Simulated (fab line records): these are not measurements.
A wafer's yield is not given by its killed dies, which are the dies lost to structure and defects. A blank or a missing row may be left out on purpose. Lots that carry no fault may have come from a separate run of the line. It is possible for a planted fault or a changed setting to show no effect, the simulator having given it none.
Chamber matching	flow nand-harc	rie-diel-04 running NHARC_A_CONTACT_ETCH_102: 4 sister chambers
The step etches the open film in CF4/O2, target depth 100 nm, overetch 10 nm, time 55 s. 22 wafers are shown with their chamber, then 11 later ones without.

WAFERS PAIRED WITH THEIR CHAMBERS
wafer	chamber	showerhead-plenum-p-Torr (Torr)	rf-fwd-power-W (W)	oes-product-au (a.u.)
L077.1	1	1.33	296.8	1.007
L077.2	3	1.36	298.1	1.001
L077.5	3	1.36	298.9	1.005
L076.2	0	1.39	298.1	1.010
L076.4	2	1.38	297.5	1.023
L076.5	2	1.39	296.8	1.021
L079.3	1	1.33	297.6	0.995
L079.4	2	1.38	296.3	1.016
L079.5	1	1.33	296.3	0.994
L081.2	1	1.33	298.0	1.004
L081.4	2	1.38	295.5	1.011
L081.5	1	1.33	297.1	0.991
L084.1	0	1.39	297.3	0.999
L084.3	1	1.33	296.2	0.991
L084.6	1	1.33	296.6	0.993
L083.1	3	1.36	298.6	1.004
L083.4	2	1.38	296.6	1.005
L083.6	0	1.39	298.3	0.999
L085.3	3	1.36	297.5	1.008
L085.4	2	1.38	295.9	1.007
L085.5	1	1.33	295.6	0.994
L087.1	1	1.33	296.1	1.011

SIGNATURES (means of the wafers above)
reading	chamber 0	chamber 1	chamber 2	chamber 3	scatter within a chamber
showerhead-plenum-p-Torr	1.3900	1.3300	1.3817	1.3600	0.00215
rf-fwd-power-W	297.900	296.700	296.433	298.275	0.7
oes-product-au	1.00267	0.99778	1.01383	1.00450	0.00678
Rule: for each reading, subtract the chamber's mean from the wafer's reading, divide by that reading's scatter and square the result; add these up over the readings and take the root, which gives the wafer's distance from the chamber. If the next closest chamber is less than 2 further off than the closest, the wafer can't be placed; otherwise it belongs to the closest. The scatter: take each reading less its chamber's mean, square it, sum over the shown wafers, divide by the number of wafers less the number of chambers, and take the root.

WAFERS WHOSE CHAMBER IS MISSING
wafer	showerhead-plenum-p-Torr (Torr)	rf-fwd-power-W (W)	oes-product-au (a.u.)
L087.2	1.36	298.3	0.994
L087.6	1.33	296.8	1.002
L090.1	1.35	298.5	1.007
L090.3	1.33	296.1	1.009
L090.4	1.38	296.8	1.001
L094.1	1.38	296.6	1.013
L094.4	1.35	299.4	1.012
L094.5	1.38	295.7	1.019
L097.1	1.38	297.6	1.007
L097.3	1.35	298.1	0.996
L097.4	1.32	297.1	0.995

CHAMBER TAKEN BY EACH
wafer	from the rows above	in truth
L087.2	3	3
L087.6	1	1
L090.1	3	3
L090.3	1	1
L090.4	2	2
L094.1	2	2
L094.4	3	3
L094.5	2	2
L097.1	2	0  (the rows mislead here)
L097.3	3	3
L097.4	1	1
Correct placement for 10 of the 11. Not placeable from these rows: 0. Wrongly placed: 1.
